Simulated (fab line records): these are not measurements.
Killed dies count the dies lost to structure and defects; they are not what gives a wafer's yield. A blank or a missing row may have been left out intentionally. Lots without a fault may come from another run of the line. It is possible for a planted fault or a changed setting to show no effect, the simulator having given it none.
Split-lot experiment :: flow n5-finfet :: route with 1938 steps; 7 lots, 21 wafers read

== THE SPLIT ==
At N5_BEOL_M0_SAQP_PECVD_03 (deposits SiCN from 3MS/NH3, target thk 12 nm, time 21.1 s), the setting time-s was moved away from the recipe's 21.1 s on 7 of the 21 wafers read, by -13.5% to +7.1%. For the rest of the wafers, this setting stayed at what the recipe calls for.

The reading comes from the split's own step.

== THE READING ==
SiCN_of_BEOL_M0_SAQP_PECVD_03.thk-nm (the simulator's own value, which no gauge read), in nm, at N5_BEOL_M0_SAQP_PECVD_03 (deposits SiCN from 3MS/NH3, target thk 12 nm, time 21.1 s). No usual value for it is given in the file. Here, 14 wafers ran the recipe; their average is 11.9 nm with a standard deviation of 0.22 nm.

wafer: L075.4
tool, chamber at the split: pecvd-01, 1
time-s as run, s: 21.1
against the recipe: recipe
SiCN_of_BEOL_M0_SAQP_PECVD_03.thk-nm, nm: 12.2
against lot-mates on the recipe: -

wafer: L075.5
tool, chamber at the split: pecvd-01, 2
time-s as run, s: 22.22
against the recipe: +5.3%
SiCN_of_BEOL_M0_SAQP_PECVD_03.thk-nm, nm: 12.8
against lot-mates on the recipe: +0.6

wafer: L075.6
tool, chamber at the split: pecvd-01, 0
time-s as run, s: 22.22
against the recipe: +5.3%
SiCN_of_BEOL_M0_SAQP_PECVD_03.thk-nm, nm: 12.6
against lot-mates on the recipe: +0.4

wafer: L076.2
tool, chamber at the split: pecvd-03, 0
time-s as run, s: 22.6
against the recipe: +7.1%
SiCN_of_BEOL_M0_SAQP_PECVD_03.thk-nm, nm: 12.6
against lot-mates on the recipe: no lot-mate on the recipe

wafer: L076.5
tool, chamber at the split: pecvd-03, 0
time-s as run, s: 22.6
against the recipe: +7.1%
SiCN_of_BEOL_M0_SAQP_PECVD_03.thk-nm, nm: 12.6
against lot-mates on the recipe: no lot-mate on the recipe

wafer: L076.3
tool, chamber at the split: pecvd-03, 2
time-s as run, s: 22.6
against the recipe: +7.1%
SiCN_of_BEOL_M0_SAQP_PECVD_03.thk-nm, nm: 12.4
against lot-mates on the recipe: no lot-mate on the recipe

wafer: L077.2
tool, chamber at the split: pecvd-03, 1
time-s as run, s: 21.1
against the recipe: recipe
SiCN_of_BEOL_M0_SAQP_PECVD_03.thk-nm, nm: 11.8
against lot-mates on the recipe: -

wafer: L077.3
tool, chamber at the split: pecvd-03, 2,1
time-s as run, s: 21.1
against the recipe: recipe
SiCN_of_BEOL_M0_SAQP_PECVD_03.thk-nm, nm: 12
against lot-mates on the recipe: -

wafer: L077.6
tool, chamber at the split: pecvd-03, 2,1
time-s as run, s: 21.1
against the recipe: recipe
SiCN_of_BEOL_M0_SAQP_PECVD_03.thk-nm, nm: 12
against lot-mates on the recipe: -

wafer: L080.2
tool, chamber at the split: pecvd-03, 2,1
time-s as run, s: 21.1
against the recipe: recipe
SiCN_of_BEOL_M0_SAQP_PECVD_03.thk-nm, nm: 11.8
against lot-mates on the recipe: -

wafer: L080.3
tool, chamber at the split: pecvd-03, 2,1
time-s as run, s: 21.1
against the recipe: recipe
SiCN_of_BEOL_M0_SAQP_PECVD_03.thk-nm, nm: 11.8
against lot-mates on the recipe: -

wafer: L080.5
tool, chamber at the split: pecvd-03, 1
time-s as run, s: 21.1
against the recipe: recipe
SiCN_of_BEOL_M0_SAQP_PECVD_03.thk-nm, nm: 12.2
against lot-mates on the recipe: -

wafer: L087.1
tool, chamber at the split: pecvd-01, 2
time-s as run, s: 21.1
against the recipe: recipe
SiCN_of_BEOL_M0_SAQP_PECVD_03.thk-nm, nm: 11.8
against lot-mates on the recipe: -

wafer: L087.3
tool, chamber at the split: pecvd-01, 0
time-s as run, s: 21.1
against the recipe: recipe
SiCN_of_BEOL_M0_SAQP_PECVD_03.thk-nm, nm: 12
against lot-mates on the recipe: -

wafer: L087.4
tool, chamber at the split: pecvd-01, 1
time-s as run, s: 21.1
against the recipe: recipe
SiCN_of_BEOL_M0_SAQP_PECVD_03.thk-nm, nm: 12.2
against lot-mates on the recipe: -

wafer: L092.4
tool, chamber at the split: pecvd-04, 0
time-s as run, s: 18.25
against the recipe: -13.5%
SiCN_of_BEOL_M0_SAQP_PECVD_03.thk-nm, nm: 10.4
against lot-mates on the recipe: -1.6

wafer: L092.5
tool, chamber at the split: pecvd-04, 1,2
time-s as run, s: 21.1
against the recipe: recipe
SiCN_of_BEOL_M0_SAQP_PECVD_03.thk-nm, nm: 12
against lot-mates on the recipe: -

wafer: L092.6
tool, chamber at the split: pecvd-04, 1,2
time-s as run, s: 21.1
against the recipe: recipe
SiCN_of_BEOL_M0_SAQP_PECVD_03.thk-nm, nm: 12
against lot-mates on the recipe: -

wafer: L097.1
tool, chamber at the split: pecvd-03, 1
time-s as run, s: 21.1
against the recipe: recipe
SiCN_of_BEOL_M0_SAQP_PECVD_03.thk-nm, nm: 11.4
against lot-mates on the recipe: -

wafer: L097.4
tool, chamber at the split: pecvd-03, 2
time-s as run, s: 20.19
against the recipe: -4.3%
SiCN_of_BEOL_M0_SAQP_PECVD_03.thk-nm, nm: 11.2
against lot-mates on the recipe: -0.3

wafer: L097.6
tool, chamber at the split: pecvd-03, 2
time-s as run, s: 21.1
against the recipe: recipe
SiCN_of_BEOL_M0_SAQP_PECVD_03.thk-nm, nm: 11.6
against lot-mates on the recipe: -
Rows listing several chambers each stand for several wafers; the file does not say which wafer went through which chamber.

FIT RESULTS
A straight line over all 21 wafers: SiCN_of_BEOL_M0_SAQP_PECVD_03.thk-nm changes by +0.111 nm for each +1% of time-s; r = +0.91; the points scatter about the line by 0.22 nm.
The same after taking each lot's own level away (the mean of its wafers on the recipe; 18 wafers): +0.109 nm for each +1%; r = +0.95; scatter 0.14 nm.
On that fit, the largest move of time-s shifts the reading by 1.5 nm.
From 11.50 to 12.20 nm: that is the span of the lots' own levels, equal to 3.1 times the standard deviation above.
Consequently the slope shifts little with the lot-to-lot level, the two slopes agreeing.
Check: -1.17 nm against its lot-mates is what the line predicts for one of the wafers moved furthest among these (-13.5%) when that wafer is left out of the fit. Against them it came out at -1.6 nm.

== FURTHER SPLITS ON THESE WAFERS ==
These wafers also went through other splits before the reading. Each is held against what the fit with the lots' levels taken away leaves over:
other split on the same wafers: N5_SD_EPI_P_EPI_21 temp-c
wafers away from the commonest value: 7
r with SiCN_of_BEOL_M0_SAQP_PECVD_03.thk-nm (lot level and that fit taken away): +0.00

other split on the same wafers: N5_HKMG_FIN_HK_ALD_01 ald-cycles
wafers away from the commonest value: 7
r with SiCN_of_BEOL_M0_SAQP_PECVD_03.thk-nm (lot level and that fit taken away): -0.18

other split on the same wafers: N5_GATE_CUT_ETCH_58 time-s
wafers away from the commonest value: 9
r with SiCN_of_BEOL_M0_SAQP_PECVD_03.thk-nm (lot level and that fit taken away): +0.16

other split on the same wafers: N5_GATE_CUT_COAT_27 spin-rpm
wafers away from the commonest value: 9
r with SiCN_of_BEOL_M0_SAQP_PECVD_03.thk-nm (lot level and that fit taken away): -0.34

other split on the same wafers: N5_GATE_CUT_ETCH_37 bias-w
wafers away from the commonest value: 5
r with SiCN_of_BEOL_M0_SAQP_PECVD_03.thk-nm (lot level and that fit taken away): +0.25

== FILE'S OWN FIT ==
SiCN_of_BEOL_M0_SAQP_PECVD_03.thk-nm changes by +0.112 nm for each +1% of time-s, r = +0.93.
